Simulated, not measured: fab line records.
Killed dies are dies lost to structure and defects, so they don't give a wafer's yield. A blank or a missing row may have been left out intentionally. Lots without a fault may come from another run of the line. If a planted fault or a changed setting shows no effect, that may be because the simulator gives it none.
The tool behind it: which one?    flow n5-finfet    11 lots (33 wafers sampled), 1 step of a 1938-step route

== WHAT EACH GAUGE READ, for each wafer ==
N5_BEOL_M14_INSPECT_12: inspects for defects (macro).
lot   measured      on                 raw-defect-count
L978  day 11 06:29  defect-inspect-01  3 2 4
L980  day 12 03:39  defect-inspect-01  0 2 0
L983  day 14 01:50  defect-inspect-02  3 3 0
L988  day 14 17:16  defect-inspect-01  1 1 2
L992  day 15 11:01  defect-inspect-01  3 0 0
L994  day 15 17:29  defect-inspect-02  3 3 2
L996  day 16 17:08  defect-inspect-02  3 0 1
L995  day 16 18:29  defect-inspect-02  4 1 1
L100  day 16 19:41  defect-inspect-02  1 0 2
L999  day 17 01:14  defect-inspect-02  2 1 2
L998  day 17 03:04  defect-inspect-02  1 1 2

== EACH LOT AND THE TOOL THAT RAN IT (in order: tool; ch and the chambers of the sampled wafers; start) ==
Before these readings, the record contains no process step.

== THE ANSWER, worked out from the rows above alone ==
Rule: the lots themselves supply what counts as usual. Put in order of their means at a reading, lots are off if they are a third of the lots or fewer, leave a main group of 4 or more, and stand apart from it by a gap of 3 or more times the standard deviation of the main group's means; of several such gaps the widest counts. A main group whose means are all the same, to the digits that the tables above print for the reading, isn't used. Also off: a lot with no number at a reading for which 4 or more lots have one. Any other lot the step has rows for is counted as sound.
None of the lots is off at any reading shown; this tells nothing.

== WHAT THE SIMULATOR HAD PUT IN ==
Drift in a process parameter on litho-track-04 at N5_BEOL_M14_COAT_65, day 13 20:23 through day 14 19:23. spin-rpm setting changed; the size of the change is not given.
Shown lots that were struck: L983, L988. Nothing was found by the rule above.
